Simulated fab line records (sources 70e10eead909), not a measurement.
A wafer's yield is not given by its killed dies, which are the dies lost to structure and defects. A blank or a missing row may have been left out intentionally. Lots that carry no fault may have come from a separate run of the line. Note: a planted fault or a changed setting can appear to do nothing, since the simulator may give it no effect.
Struck lot and sound lot, side by side :: flow nand_harc :: 15 steps out of a route of 1159
Sound: wafers L451.1, L451.3, L451.6. Wafers L458.1, L458.4, L458.6 were the ones struck. At the end, the cause is stated.
At each step with rows: each side's tool, then ch and its chambers, then its first start. Under that, the readings that differ: sound wafers :: struck wafers :: difference of the means :: sigmas: that difference in standard deviations of wafers without a fault.
alike: a reading whose means differ by less than 2 such deviations, as well as words and numbers matching on both sides. not compared: withheld readings; readings where some wafer has no value; bounds like >300 that might hide an equal value; numbers whose values overlap and for which the record gives no deviation.
Wherever a step has rows on one side only, a row that says differs or no value, or a row with sigmas, the two part there. When numbers do not overlap yet have no deviation, they are printed without sigmas and do not part them. A reading that every wafer of one side lacks parts them only if that side has two wafers or more.

first, 4 steps without rows for these wafers: NHARC_THIN_TSV_EBR_29; NHARC_THIN_TSV_EXPOSE_30 (exposes mask PAD); NHARC_THIN_TSV_PEB_31 (peb time 85 s); NHARC_THIN_TSV_DEVELOP_32 (time 70 s).
NHARC_THIN_TSV_CD_MEAS_33: target cd 5000 nm.
  sound on cd_sem-01 ch 0, day 21 17:25; struck on cd_sem-01 ch 0, day 23 12:49
  alike: cd_nm
then, 1 step without rows for these wafers: NHARC_THIN_TSV_HARDBAKE_34 (time 80 s).
NHARC_THIN_TSV_DESCUM_35: chemistry O2, time 3 s.
  sound on rie_diel-08 ch 0,1, day 21 17:35; struck on rie_diel-08 ch 0,3, day 23 13:01
  alike: drypump_motor_current_A, oes_product_au, rf_vpp_V, showerhead_plenum_p_Torr, throttle_valve_pct
  not compared: rf_hours_counter_h
NHARC_THIN_TSV_ETCH_59: etches the open film in Cl2/BCl3, target depth 880 nm, time 138.1 s.
  sound on rie_metal-01 ch 0,1, day 21 17:42; struck on rie_metal-03 ch 0,1, day 23 13:10
  alike: drypump_motor_current_A, mfc_cl2_sccm, oes_product_au, throttle_valve_pct
  not compared: rf_hours_counter_h
NHARC_THIN_TSV_ETCH_36: etches the open film in Cl2/BCl3, target depth 65 nm, time 18.571 s.
  sound on rie_metal-01 ch 0, day 21 17:58; struck on rie_metal-03 ch 0,1, day 23 13:23
  alike: drypump_motor_current_A, oes_product_au
  not compared: rf_hours_counter_h
NHARC_THIN_TSV_STRIP_56: strips in O2.
  sound on plasma_asher-02 ch 0,1, day 21 18:04; struck on plasma_asher-01 ch 0,1, day 23 14:05
  alike: drypump_motor_current_A, heater_power_w
  not compared: rf_hours_counter_h
then, 1 step without rows for these wafers: NHARC_THIN_TSV_STRIP_57 (strips in post etch residue remover, time 1200 s).
NHARC_THIN_TSV_CD_MEAS_37:
  struck on cd_sem-02, day 23 14:52; sound on cd_sem-02, day 21 18:52
  alike: cd_nm
NHARC_THIN_TSV_ANNEAL_58: time 1800 s.
  sound on furnace-08 ch 0, day 21 21:52; struck on furnace-08 ch 0, day 23 17:52
reading: spike_tc_bottom_C (C)
sound: 423.9 424.6 423.7
struck: 452.9 452.9 453.1
difference: +28.9
sigmas: +29

reading: spike_tc_centre_C (C)
sound: 402.2 400.7 402.7
struck: 431.0 430.2 429.2
difference: +28.3
sigmas: +26

reading: spike_tc_lower_C (C)
sound: 400.9 400.4 400.9
struck: 430.2 429.3 431.0
difference: +29.4
sigmas: +29

reading: spike_tc_top_C (C)
sound: 428 426 427
struck: 455 459 458
difference: +30
sigmas: +10

reading: spike_tc_upper_C (C)
sound: 399.9 401.2 401.8
struck: 429.9 431.6 428.2
difference: +28.9
sigmas: +24
NHARC_THIN_TSV_INSPECT_40:
  struck on defect_inspect-02, day 23 19:18; sound on defect_inspect-02, day 21 23:17
  alike: raw_defect_count
NHARC_END_SORT_01:
  sound on prober-01 ch 0, day 22 02:24; struck on prober-01 ch 0, day 24 02:58
reading: sort_bin_3_pct (%)
sound: 0.59 0.15 0.89
struck: 0 0 0.15
difference: +0
sigmas: -2
  alike: defect_limited_yield, killed_at_array, killed_at_other, killed_at_periphery, killed_dies, killed_open, killed_short, sort_bin_2_pct, sort_bin_4_pct, sort_n_pass, sort_rim_yield_pct, sort_yield_pct

## WHERE THEY PART
Earliest at NHARC_THIN_TSV_ANNEAL_58; latest, in this record, at NHARC_END_SORT_01.

WHY: what had been put in by the simulator
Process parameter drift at NHARC_THIN_TSV_ANNEAL_58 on furnace-08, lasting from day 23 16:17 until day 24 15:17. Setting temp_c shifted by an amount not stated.
